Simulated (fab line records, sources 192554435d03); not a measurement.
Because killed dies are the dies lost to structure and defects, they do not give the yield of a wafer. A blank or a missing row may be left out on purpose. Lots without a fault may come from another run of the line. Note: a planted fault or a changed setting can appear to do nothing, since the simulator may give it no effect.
fab line records	flow n5-finfet	part 1 of 2: steps 1 to 23 of 35
record: lots: 5	wafers: 15	last-day: 18
route steps=1938 shown STI_FIN_REVEAL@185 DUMMY_GATE@212
lots untouched by any fault: they come from a run of this same line in which no faults occurred
start-h: hours from the record's first day to the start of the lot's first wafer shown	wait-h: how many hours have passed since the lot's step before this one	" same as the row above	L1.1+2: several wafers, shown together as one row	- either no value or no given start	* or withheld: withheld	< > ~ a bound
route shown NAME@n: a module of which the file shows steps, and the number in the route of the first	usual: mean and standard deviation over wafers with no fault	same: alike in all rows	chamber/n: place in a boat	sites: readings site by site	_std_site: how widely they spread, as a standard deviation	_edge_site: inner sites' mean taken away from outer sites' mean	radius-mm: for every site, how far away it sits from the centre of the wafer	mask NAME#n: copy n	behind: the last tool/chamber to shape the wafer	hold: the reason the lot was held/the length of the hold in hours/how it ended	device: names the non-switching transistor (n, p or np)	end of line: at the end of the route, the tests of the same wafers	a step given without rows: its recipe and nothing more	killed: at the first sort, the dies lost to defects and structure; wafer yield is something else	map: shows each die of a wafer: x if killed, . if not, _ if none is there
set.NAME: the setting the step ran with; set.NAME@STEP: the setting that earlier step ran with	model.NAME: the simulator's own value behind a step, which no gauge read
lots seen at some steps along the route; tables by step, rows by wafer
services: the hour from which a tool's chamber was out of use, counted from the record's first day as start-h (under 0 if before that day), plus the number of hours and why
== steps ==
step: N5_STI_FIN_REVEAL_FCVD_FILL_01
recipe: material: SiO2_flowable	target-thk-a: 3120	temp-c: 100	pressure-torr: 0.8	rf-w: 2000	time-s: 512.2
usual: chamber-pressure-Torr: 0.7999/0.0017
lot.wafer	tool	chamber	start-h	wait-h	chamber-pressure-Torr
L074.2	fcvd-01	1	29.94	0.1	0.8000
L074.4	"	1	"	"	0.7967
L074.6	"	0	"	"	0.7995
L082.2	fcvd-02	1	78.75	0.1	0.8005
L082.3	"	0	"	"	0.7997
L082.5	"	0	"	"	0.7990
L084.1	fcvd-01	0	91.11	0.1	0.7997
L084.3	"	0	"	"	0.8008
L084.6	"	0	"	"	0.7991
L086.1	fcvd-02	1	103.12	0.1	0.8027
L086.3	"	1	"	"	0.7993
L086.6	"	1	"	"	0.8011
L095.2	fcvd-01	1	153.81	0.1	0.8021
L095.5	"	1	"	"	0.8019
L095.6	"	0	"	"	0.8016
step: N5_STI_FIN_REVEAL_DENSIFY_02
recipe: temp-c: 650	ambient: steam	time-s: 1800	idle-temp-c: 400	densification-p-h2o-torr: 640
usual: zone-power-centre-pct: 10.3/0.99	zone-power-upper-pct: 10.3/0.9
lot.wafer	tool	chamber	start-h	wait-h	zone-power-centre-pct	zone-power-upper-pct
L074.2	furnace-02	0	30.57	0.4	11.9	10.9
L074.4	"	0	"	"	12.0	10.9
L074.6	"	0	"	"	12.0	11.0
L082.2	furnace-03	0	79.39	0.4	9.9	8.9
L082.3	"	0	"	"	9.7	8.9
L082.5	"	0	"	"	9.8	9.0
L084.1	furnace-03	0	91.74	0.4	9.7	8.7
L084.3	"	0	"	"	9.9	8.9
L084.6	"	0	"	"	10.0	9.0
L086.1	furnace-02	0	104.35	1.0	11.9	10.8
L086.3	"	0	"	"	11.9	11.0
L086.6	"	0	"	"	11.8	10.9
L095.2	furnace-02	0	154.45	0.4	11.8	10.7
L095.5	"	0	"	"	12.1	10.8
L095.6	"	0	"	"	12.0	10.7
step: N5_STI_FIN_REVEAL_CMP_04
recipe: stop-on: Si3N4	t-overpolish-s: 4	down-force-psi: 2	platen-rpm: 54.18	post-cmp-clean: alkaline-brush	pad-velocity-m-s: 1.078	target-thk-nm: 131.83
usual: motor-current-A: 7.9/0.69	overpolish-run-s: 3.999/0.01	retaining-ring-pressure-frac: 1.000/0.005	time-to-endpoint-s: 102/5.9
lot.wafer	tool	chamber	start-h	wait-h	motor-current-A	overpolish-run-s	retaining-ring-pressure-frac	time-to-endpoint-s
L074.4	cmp-01	2	34.78	0.1	8.7	4.010	1.006	115
L074.2	"	0	"	"	8.5	3.999	1.001	111
L074.6	"	1	"	"	7.5	4.010	0.998	121
L082.3	cmp-02	0	83.64	0.1	9.1	3.994	1.005	98
L082.2	"	1	"	"	8.1	3.997	1.001	104
L082.5	"	2	"	"	8.1	4.005	0.999	103
L084.3	cmp-03	1	95.96	0.1	7.4	3.989	1.001	101
L084.1	"	3	"	"	7.5	3.984	0.985	106
L084.6	"	1	"	"	7.3	4.009	1.000	99
L086.1	cmp-01	3	108.66	0.2	7.6	3.989	1.001	100
L086.3	"	0	"	"	8.5	4.011	1.005	100
L086.6	"	3	"	"	7.1	4.013	0.995	101
L095.2	cmp-02	0	158.61	0.0	9.0	4.015	1.003	98
L095.5	"	0	"	"	9.3	4.006	1.000	100
L095.6	"	1	"	"	7.9	4.013	0.996	104
step: N5_STI_FIN_REVEAL_THK_MEAS_05
usual: thk-nm: 131.7/1.2
lot.wafer	tool	chamber	start-h	wait-h	thk-nm
L074.2	film-metro-02	-	35.03	-	129.8
L074.4	"	-	"	"	129.8
L074.6	"	-	"	"	133.3
L082.2	film-metro-01	-	83.86	-	132.2
L082.3	"	-	"	"	130.5
L082.5	"	-	"	"	131.7
L084.1	film-metro-01	-	96.21	-	132.2
L084.3	"	-	"	"	130.2
L084.6	"	-	"	"	132.3
L086.1	film-metro-02	-	108.92	-	130.6
L086.3	"	-	"	"	131.2
L086.6	"	-	"	"	131.5
L095.2	film-metro-02	-	158.91	-	130.6
L095.5	"	-	"	"	130.9
L095.6	"	-	"	"	132.6
step: N5_STI_FIN_REVEAL_DENSIFY_30
recipe: temp-c: *	time-s: *	ambient: N2	idle-temp-c: 600	ramp-up-c-per-s: 150	ramp-down-c-per-s: 60	cool-to-c: 600
usual: lamp-power-pct: 11.53/0.057	wafer_temp_C_max: *
lot.wafer	tool	chamber	start-h	wait-h	lamp-power-pct	wafer_temp_C_max
L074.2	rtp-anneal-01	0	35.21	0.2	11.55	*
L074.4	"	0	"	"	11.52	*
L074.6	"	0	"	"	11.52	*
L082.2	rtp-anneal-02	0	83.92	0.1	11.45	*
L082.3	"	0	"	"	11.55	*
L082.5	"	0	"	"	11.58	*
L084.1	rtp-anneal-02	0	96.49	0.3	11.58	*
L084.3	"	0	"	"	11.55	*
L084.6	"	0	"	"	11.55	*
L086.1	rtp-anneal-01	0	109.05	0.1	11.58	*
L086.3	"	0	"	"	11.45	*
L086.6	"	0	"	"	11.51	*
L095.2	rtp-anneal-02	0	158.97	0.1	11.58	*
L095.5	"	0	"	"	11.53	*
L095.6	"	0	"	"	11.44	*
step: N5_STI_FIN_REVEAL_ETCHBACK_08
recipe: chemistry: C4F6/O2	target: SiO2	target-depth-a: 305	time-s: 10.167	ion-energy-ev: 250	pressure-mtorr: 30	source-w: 345	bias-w: 185	Ar_flow_sccm: 300	C4F6_flow_sccm: 10	O2_flow_sccm: 10
usual: drypump-motor-current-A: 5.8/0.42	oes-product-au: 0.80/0.12	rf-vpp-V: 675/12	showerhead-plenum-p-Torr: 2.83/0.13	throttle-valve-pct: 21.22/0.25
lot.wafer	tool	chamber	start-h	wait-h	drypump-motor-current-A	oes-product-au	rf-hours-counter-h	rf-vpp-V	showerhead-plenum-p-Torr	throttle-valve-pct
L074.2	rie-diel-03	3	35.41	0.2	6.4	0.76	138	690	2.84	20.87
L074.4	"	0	"	"	5.6	0.71	220	672	2.69	20.98
L074.6	"	1	"	"	5.5	1.02	-	687	3.03	21.16
L082.2	rie-diel-05	0	84.11	0.2	5.5	0.83	84	652	2.65	21.42
L082.3	"	1	"	"	5.6	0.67	235	657	2.83	21.50
L082.5	"	0	"	"	5.6	0.82	-	653	2.65	21.39
L084.1	rie-diel-03	1	96.70	0.2	5.4	0.94	19	686	3.02	21.16
L084.3	"	0	"	"	5.7	0.70	237	670	2.69	20.98
L084.6	"	1	"	"	5.4	0.93	-	685	3.02	21.15
L086.1	rie-diel-01	2	109.33	0.2	5.1	0.69	251	687	2.78	21.12
L086.3	"	3	"	"	6.6	0.98	3	684	3.06	21.48
L086.6	"	1	"	"	5.8	0.94	-	659	2.80	21.00
L095.2	rie-diel-05	1	159.15	0.2	5.6	0.96	2	656	2.82	21.14
L095.5	"	2	"	"	5.6	0.86	-	680	2.99	20.94
L095.6	"	1	"	"	5.6	0.96	-	654	2.82	21.13
step: N5_STI_FIN_REVEAL_STRIP_24
recipe: chemistry: N2/H2	time-s: 90	power-w: 100	temp-c: 40	pressure-mtorr: 100	rf-frequency-hz: 6e+07	bias-power-w: 3	n2-flow-sccm: 300	h2-flow-sccm: 300
usual: drypump-motor-current-A: 5.8/0.42	oes-product-au: 0.79/0.11	rf-vpp-V: 45.3/0.85	showerhead-plenum-p-Torr: 3.36/0.15	throttle-valve-pct: 12.25/0.26
lot.wafer	tool	chamber	start-h	wait-h	drypump-motor-current-A	oes-product-au	rf-hours-counter-h	rf-vpp-V	showerhead-plenum-p-Torr	throttle-valve-pct
L074.2	rie-diel-03	3	35.44	0.0	6.5	0.76	138	44.2	3.36	11.90
L074.4	"	0	"	"	5.6	0.71	220	44.4	3.21	12.30
L074.6	"	1	"	"	5.5	1.01	-	45.0	3.62	12.04
L082.2	rie-diel-05	0	84.14	0.0	5.5	0.82	84	44.2	3.17	12.46
L082.3	"	1	"	"	5.6	0.68	235	43.7	3.34	12.60
L082.5	"	0	"	"	5.5	0.82	-	45.4	3.17	12.47
L084.1	rie-diel-03	1	96.74	0.0	5.4	0.93	19	45.2	3.61	12.11
L084.3	"	0	"	"	5.7	0.70	237	44.0	3.20	12.35
L084.6	"	1	"	"	5.4	0.94	-	47.1	3.61	12.10
L086.1	rie-diel-01	2	109.36	0.0	5.1	0.68	251	45.9	3.30	12.26
L086.3	"	3	"	"	6.5	0.96	3	44.7	3.58	12.04
L086.6	"	1	"	"	5.8	0.93	-	45.3	3.33	12.05
L095.2	rie-diel-05	1	159.18	0.0	5.6	0.96	2	45.1	3.33	11.98
L095.5	"	2	"	"	5.7	0.87	-	45.6	3.54	11.94
L095.6	"	1	"	"	5.6	0.96	-	46.2	3.33	12.00
step: N5_STI_FIN_REVEAL_PRECLEAN_25
recipe: chemistry: SPM	time-s: 90	temp-c: 120	mix: 4:1
lot.wafer	tool	chamber	start-h	wait-h
L074.2+4+6	wet-bench-02	2,4,1	35.56	0.1
L082.2+3+5	wet-bench-02	5,6,3	84.27	0.1
L084.1+3+6	wet-bench-01	2,0,1	96.86	0.1
L086.1+3+6	wet-bench-02	3,4,0	109.49	0.1
L095.2+5+6	wet-bench-03	7,5,6	159.30	0.1
step: N5_STI_FIN_REVEAL_PRECLEAN_26
recipe: chemistry: SC1	time-s: 45	temp-c: 46	mix: 1:2:100
lot.wafer	tool	chamber	start-h	wait-h
L074.2+4+6	wet-bench-02	2,4,1	35.59	0.0
L082.2+3+5	wet-bench-02	5,6,3	84.29	0.0
L084.1+3+6	wet-bench-01	2,0,1	96.89	0.0
L086.1+3+6	wet-bench-02	3,4,0	109.51	0.0
L095.2+5+6	wet-bench-03	7,5,6	159.33	0.0
step: N5_STI_FIN_REVEAL_PRECLEAN_29
recipe: chemistry: DHF	time-s: 30	temp-c: 25	dilution: 300:1
lot.wafer	tool	chamber	start-h	wait-h
L074.2+4+6	wet-bench-02	2,4,1	35.60	0.0
L082.2+3+5	wet-bench-02	5,6,3	84.31	0.0
L084.1+3+6	wet-bench-01	2,0,1	96.90	0.0
L086.1+3+6	wet-bench-02	3,4,0	109.53	0.0
L095.2+5+6	wet-bench-03	7,5,6	159.35	0.0
step: N5_STI_FIN_REVEAL_SRD_12
recipe: time-s: 30	temp-c: 23	rinse-liquid: diw	dry: ipa-marangoni
lot.wafer	tool	chamber	start-h	wait-h
L074.2+4+6	wet-bench-02	2,4,1	35.61	0.0
L082.2+3+5	wet-bench-02	5,6,3	84.32	0.0
L084.1+3+6	wet-bench-01	2,0,1	96.91	0.0
L086.1+3+6	wet-bench-02	3,4,0	109.53	0.0
L095.2+5+6	wet-bench-03	7,5,6	159.35	0.0
step: N5_STI_FIN_REVEAL_RECESS_09
recipe: chemistry: HF/NH3	target: SiO2	afs-cycles: 11	target-depth-a: 425	temp-c: 30	sublimation-temp-c: 180	sublimation-time-s: 60
usual: drypump-motor-current-A: 5.77/0.085	foreline-p-Torr: 0.1280/0.00037	sublimation-temp-c: 179.98/0.16
lot.wafer	tool	chamber	start-h	wait-h	drypump-motor-current-A	foreline-p-Torr	sublimation-temp-c
L074.2	vapor-etch-02	1	35.66	0.0	5.79	0.1279	179.83
L074.4	"	1	"	"	5.81	0.1273	179.95
L074.6	"	1	"	"	5.78	0.1271	179.87
L082.2	vapor-etch-01	1	84.36	0.0	5.63	0.1282	179.84
L082.3	"	0	"	"	5.76	0.1280	179.72
L082.5	"	1	"	"	5.59	0.1277	179.83
L084.1	vapor-etch-02	1	96.95	0.0	5.79	0.1278	179.99
L084.3	"	0	"	"	5.85	0.1278	179.99
L084.6	"	1	"	"	5.80	0.1281	180.23
L086.1	vapor-etch-02	1	109.58	0.0	5.78	0.1284	179.95
L086.3	"	0	"	"	5.81	0.1279	180.07
L086.6	"	0	"	"	5.87	0.1286	179.99
L095.2	vapor-etch-02	0	159.40	0.0	5.85	0.1277	179.76
L095.5	"	1	160.46	1.1	5.80	0.1289	179.95
L095.6	"	0	"	"	5.89	0.1280	179.93
step: N5_STI_FIN_REVEAL_STRIP_16
recipe: chemistry: H3PO4	material: SiNx	temp-c: 165	target-depth-a: 238	overetch-fraction: 0.4964	dry: ipa-marangoni
lot.wafer	tool	chamber	start-h	wait-h
L074.2+4+6	wet-bench-03	7,6,2	37.27	1.1
L082.2+3+5	wet-bench-01	1,5,0	85.98	1.1
L084.1+3+6	wet-bench-01	0,1,4	98.57	1.1
L086.1+3+6	wet-bench-02	4,1,2	111.20	1.1
L095.2+5+6	wet-bench-03	0,4,1	161.01	1.1
step: N5_STI_FIN_REVEAL_PRECLEAN_17
recipe: chemistry: NF3:NH3	afs-cycles: 1	temp-c: 30	time-s: 20	sublimation-temp-c: 180	sublimation-time-s: 60	pressure-torr: 3	rf-power-w: 30
usual: sublimation-temp-c: 179.99/0.17
lot.wafer	tool	chamber	start-h	wait-h	sublimation-temp-c
L074.2	remote-plasma-01	0	37.57	0.1	179.88
L074.4	"	0	"	"	179.87
L074.6	"	0	"	"	179.65
L082.2	remote-plasma-01	0	86.28	0.1	179.47
L082.3	"	0	"	"	179.62
L082.5	"	0	"	"	179.93
L084.1	remote-plasma-02	1	98.84	0.0	179.95
L084.3	"	1	"	"	180.08
L084.6	"	1	"	"	179.82
L086.1	remote-plasma-01	0	111.47	0.0	180.09
L086.3	"	0	"	"	179.98
L086.6	"	0	"	"	179.97
L095.2	remote-plasma-01	0	161.32	0.1	180.05
L095.5	"	0	"	"	179.92
L095.6	"	0	"	"	180.03
step: N5_STI_FIN_REVEAL_ETCH_34
recipe: chemistry: H2	mode: isotropic	material: Si	target: Si	target-depth-a: 9.7	temp-c: 20	pressure-mtorr: 4.5	icp-w: 300	bias-w: 0	h2-flow-sccm: 7.5	he-flow-sccm: 142.5
usual: drypump-motor-current-A: 5.8/0.47	oes-product-au: 0.996/0.018	throttle-valve-pct: 25.9/0.48
lot.wafer	tool	chamber	start-h	wait-h	drypump-motor-current-A	oes-product-au	rf-hours-counter-h	throttle-valve-pct
L074.2	rie-si-02	2	37.75	0.1	5.9	0.969	102	26.6
L074.4	"	0	"	"	5.4	1.020	70	26.3
L074.6	"	0	"	"	5.4	1.019	-	26.3
L082.2	rie-si-01	1	86.45	0.1	6.3	0.985	98	25.2
L082.3	"	3	"	"	5.8	0.981	77	25.3
L082.5	"	0	"	"	6.0	1.002	-	26.0
L084.1	rie-si-02	3	99.04	0.2	5.5	0.986	175	25.9
L084.3	"	0	"	"	5.4	1.009	71	26.3
L084.6	"	1	"	"	6.4	1.025	-	26.4
L086.1	rie-si-04	3	111.68	0.2	4.9	0.996	150	26.2
L086.3	"	2	"	"	6.0	1.014	7	25.0
L086.6	"	3	"	"	4.9	0.994	-	26.2
L095.2	rie-si-04	3	161.49	0.1	4.8	0.988	151	26.2
L095.5	"	0	"	"	6.4	0.988	-	25.6
L095.6	"	1	"	"	4.9	1.005	-	26.0
step: N5_STI_FIN_REVEAL_OXIDATION_31
recipe: chemistry: O2_PLASMA_REMOTE	temp-c: 150	time-s: 20	pressure-mtorr: 1000	source-power-w: 2000	o2-flow-sccm: 3000
usual: drypump-motor-current-A: 6.08/0.13	heater-power-w: 138/14
lot.wafer	tool	chamber	start-h	wait-h	drypump-motor-current-A	heater-power-w	rf-hours-counter-h
L074.2	plasma-asher-01	1	37.81	0.0	5.95	153	37
L074.4	"	1	"	"	5.90	154	-
L074.6	"	0	"	"	6.25	124	-
L082.2	plasma-asher-02	1	86.74	0.3	6.14	148	89
L082.3	"	0	"	"	5.96	126	-
L082.5	"	0	"	"	5.96	123	-
L084.1	plasma-asher-01	0	99.11	0.0	6.25	125	43
L084.3	"	0	"	"	6.23	123	-
L084.6	"	1	"	"	5.94	155	-
L086.1	plasma-asher-01	1	111.74	0.0	5.92	153	45
L086.3	"	0	"	"	6.25	126	-
L086.6	"	0	"	"	6.23	123	-
L095.2	plasma-asher-01	1	161.61	0.1	5.94	153	55
L095.5	"	0	"	"	6.26	121	-
L095.6	"	1	"	"	5.90	159	-
step: N5_STI_FIN_REVEAL_PRECLEAN_32
recipe: chemistry: NF3:NH3	afs-cycles: 1	temp-c: 30	time-s: 20	sublimation-temp-c: 180	sublimation-time-s: 60	pressure-torr: 3	rf-power-w: 30
usual: sublimation-temp-c: 179.97/0.17
lot.wafer	tool	chamber	start-h	wait-h	sublimation-temp-c
L074.2	remote-plasma-02	1	37.92	0.1	179.98
L074.4	"	1	"	"	179.90
L074.6	"	1	"	"	180.01
L082.2	remote-plasma-02	0	86.86	0.1	179.87
L082.3	"	0	"	"	180.11
L082.5	"	0	"	"	179.98
L084.1	remote-plasma-01	1	99.19	0.1	179.86
L084.3	"	1	"	"	179.91
L084.6	"	1	"	"	179.72
L086.1	remote-plasma-02	0	111.83	0.1	180.23
L086.3	"	0	"	"	179.95
L086.6	"	0	"	"	180.03
L095.2	remote-plasma-02	1	161.72	0.1	179.97
L095.5	"	1	"	"	180.10
L095.6	"	1	"	"	179.89
step: N5_STI_FIN_REVEAL_STRIP_35
recipe: chemistry: H3PO4	material: Si3N4	temp-c: 165	target-depth-a: 40	time-s: 39
lot.wafer	tool	chamber	start-h	wait-h
L074.2+4+6	wet-bench-01	0,4,2	38.10	0.2
L082.2+3+5	wet-bench-01	5,0,4	87.04	0.2
L084.1+3+6	wet-bench-01	1,4,6	99.40	0.2
L086.1+3+6	wet-bench-02	4,5,2	112.07	0.2
L095.2+5+6	wet-bench-03	4,2,6	161.90	0.2
step: N5_STI_FIN_REVEAL_SRD_21
recipe: dry: ipa-marangoni	time-s: 30	temp-c: 23	rinse-liquid: diw
lot.wafer	tool	chamber	start-h	wait-h
L074.2+4+6	wet-bench-01	0,4,2	38.12	0.0
L082.2+3+5	wet-bench-01	5,0,4	87.05	0.0
L084.1+3+6	wet-bench-01	1,4,6	99.41	0.0
L086.1+3+6	wet-bench-02	4,5,2	112.08	0.0
L095.2+5+6	wet-bench-03	4,2,6	161.92	0.0
step: N5_STI_FIN_REVEAL_OXIDATION_33
recipe: chemistry: O2_PLASMA_REMOTE	temp-c: 150	time-s: 20	pressure-mtorr: 1000	source-power-w: 2000	o2-flow-sccm: 3000
usual: drypump-motor-current-A: 6.08/0.13	heater-power-w: 138/14
lot.wafer	tool	chamber	start-h	wait-h	drypump-motor-current-A	heater-power-w	rf-hours-counter-h
L074.2	plasma-asher-01	1	38.16	0.0	5.90	153	37
L074.4	"	0	"	"	6.23	123	-
L074.6	"	0	"	"	6.23	124	-
L082.2	plasma-asher-02	0	87.10	0.0	5.98	126	90
L082.3	"	0	"	"	5.97	128	-
L082.5	"	1	"	"	6.15	149	-
L084.1	plasma-asher-01	0	99.46	0.0	6.24	119	43
L084.3	"	1	"	"	5.95	156	-
L084.6	"	1	"	"	5.94	153	-
L086.1	plasma-asher-01	1	112.13	0.0	5.90	151	45
L086.3	"	0	"	"	6.25	125	-
L086.6	"	0	"	"	6.25	124	-
L095.2	plasma-asher-01	1	161.96	0.0	6.00	157	55
L095.5	"	1	"	"	5.97	151	-
L095.6	"	0	"	"	6.27	127	-
step: N5_STI_FIN_REVEAL_CLEAN_19
recipe: chemistry: O3/DIW	temp-c: 25	time-s: 120	o3-ppm: 10
usual: o3-ppm: 10.00/0.1
lot.wafer	tool	chamber	start-h	wait-h	o3-ppm
L074.2	wet-bench-01	2	38.25	0.1	9.81
L074.4	"	4	"	"	10.08
L074.6	"	3	"	"	10.09
L082.2	wet-bench-02	3	87.18	0.1	9.96
L082.3	"	1	"	"	10.08
L082.5	"	5	"	"	10.07
L084.1	wet-bench-01	5	99.54	0.1	9.90
L084.3	"	7	"	"	9.84
L084.6	"	2	"	"	10.03
L086.1	wet-bench-01	0	112.22	0.1	9.95
L086.3	"	2	"	"	9.92
L086.6	"	1	"	"	10.09
L095.2	wet-bench-01	1	162.05	0.1	10.16
L095.5	"	0	"	"	9.99
L095.6	"	2	"	"	9.92
step: N5_STI_FIN_REVEAL_SRD_23
recipe: dry: ipa-marangoni	time-s: 30	temp-c: 23	rinse-liquid: diw
lot.wafer	tool	chamber	start-h	wait-h
L074.2+4+6	wet-bench-01	2,4,3	38.28	0.0
L082.2+3+5	wet-bench-02	3,1,5	87.22	0.0
L084.1+3+6	wet-bench-01	5,7,2	99.58	0.0
L086.1+3+6	wet-bench-01	0,2,1	112.25	0.0
L095.2+5+6	wet-bench-01	1,0,2	162.09	0.0
step: N5_STI_FIN_REVEAL_CD_MEAS_22
recipe: target-cd-nm: 6.238	pitch-nm: 28	polarity: line
usual: cd-nm: 6.26/0.27
lot.wafer	tool	chamber	start-h	wait-h	cd-nm
L074.2	cd-sem-01	-	38.33	0.0	6.56
L074.4	"	-	"	"	5.99
L074.6	"	-	"	"	6.55
L082.2	cd-sem-01	-	87.26	0.0	6.36
L082.3	"	-	"	"	6.13
L082.5	"	-	"	"	6.49
L084.1	cd-sem-01	-	99.62	0.0	6.44
L084.3	"	-	"	"	6.07
L084.6	"	-	"	"	6.35
L086.1	cd-sem-01	-	112.29	0.0	6.47
L086.3	"	-	"	"	6.11
L086.6	"	-	"	"	5.97
L095.2	cd-sem-01	-	162.13	0.0	6.39
L095.5	"	-	"	"	6.99
L095.6	"	-	"	"	6.48
